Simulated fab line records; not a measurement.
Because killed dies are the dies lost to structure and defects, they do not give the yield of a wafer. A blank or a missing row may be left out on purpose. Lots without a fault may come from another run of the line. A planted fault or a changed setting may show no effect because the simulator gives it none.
A struck lot beside a sound one | flow nand harc | 14 out of 1302 route steps
Sound: the wafers L608.2, L608.3, L608.4. Struck: wafers L627.3, L627.6. (L627.5 of the same lot was not struck and is left out.) The cause comes at the end.
Order at every step that has rows: each side's tool, ch and its chambers, its first start. Under that, the readings that differ: sound wafers | struck wafers | difference of the means | sigmas: that difference in standard deviations of wafers without a fault.
alike: readings whose means differ by less than 2 such deviations, and words and numbers that are the same on both sides. not compared: withheld readings, readings that some wafer has no value for, bounds like >300 that may hide the same value, and numbers for which the record gives no deviation and whose values overlap.
Wherever a step has rows on one side only, a row that says differs or no value, or a row with sigmas, the two part there. Numbers that don't overlap but have no deviation are shown without sigmas and don't part them. Lack of a reading on every wafer of one side parts them only where that side has two or more wafers.

first, 8 steps without rows for these wafers: NHARC_THIN_TSV_DEHYDRATE_25 (time 120 s); NHARC_THIN_TSV_HMDS_26 (time 30 s); NHARC_THIN_TSV_COAT_27; NHARC_THIN_TSV_SOFTBAKE_28 (time 95 s); NHARC_THIN_TSV_EBR_29; NHARC_THIN_TSV_EXPOSE_30 (exposes mask PAD); NHARC_THIN_TSV_PEB_31 (peb time 85 s); NHARC_THIN_TSV_DEVELOP_32 (time 70 s).
NHARC_THIN_TSV_CD_MEAS_33: target cd 5000 nm.
  sound on cd sem-03 ch 0, day 24 20:59; struck on cd sem-03 ch 0, day 31 19:59
  alike: cd nm
then, 1 step without rows for these wafers: NHARC_THIN_TSV_HARDBAKE_34 (time 80 s).
NHARC_THIN_TSV_DESCUM_35: chemistry O2, time 3 s.
  sound on rie diel-11 ch 1,2, day 24 21:08; struck on rie diel-08 ch 2,3, day 31 20:10
  alike: drypump motor current A, oes product au, rf vpp V, showerhead plenum p Torr, throttle valve pct
  not compared: rf hours counter h
NHARC_THIN_TSV_ETCH_59: etches the open film in Cl2/BCl3, target depth 880 nm, time 138.1 s.
  sound on rie metal-01 ch 0,1, day 24 21:18; struck on rie metal-01 ch 0, day 31 20:22
  alike: drypump motor current A, oes product au, run length s, throttle valve pct
  not compared: rf hours counter h
NHARC_THIN_TSV_ETCH_36: etches the open film in Cl2/BCl3, target depth 65 nm, time 18.571 s.
  sound on rie metal-01 ch 0,1, day 24 21:34; struck on rie metal-01 ch 0, day 31 20:32
  reading               | sound             | struck      | difference | sigmas
  oes product au (a.u.) | 1.011 1.013 1.021 | 0.994 0.988 | -0.024     | -2
  run length s (s)      | 39.4 39.6 39.7    | 35.2 35.1   | -4.4       | -12
  alike: drypump motor current A
  not compared: rf hours counter h
NHARC_THIN_TSV_STRIP_56: strips in O2.
  sound on plasma asher-01 ch 0,1, day 24 21:39; struck on plasma asher-02 ch 0,1, day 31 20:43
  alike: drypump motor current A, heater power w
  not compared: rf hours counter h

## WHERE THEY PART
Within this record, at NHARC_THIN_TSV_ETCH_36 only. Later steps at which nothing parts them and some readings are alike: NHARC_THIN_TSV_STRIP_56.

WHY: the cause the simulator had injected
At NHARC_THIN_TSV_ETCH_36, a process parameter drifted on rie metal-01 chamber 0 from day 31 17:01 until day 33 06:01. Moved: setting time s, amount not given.
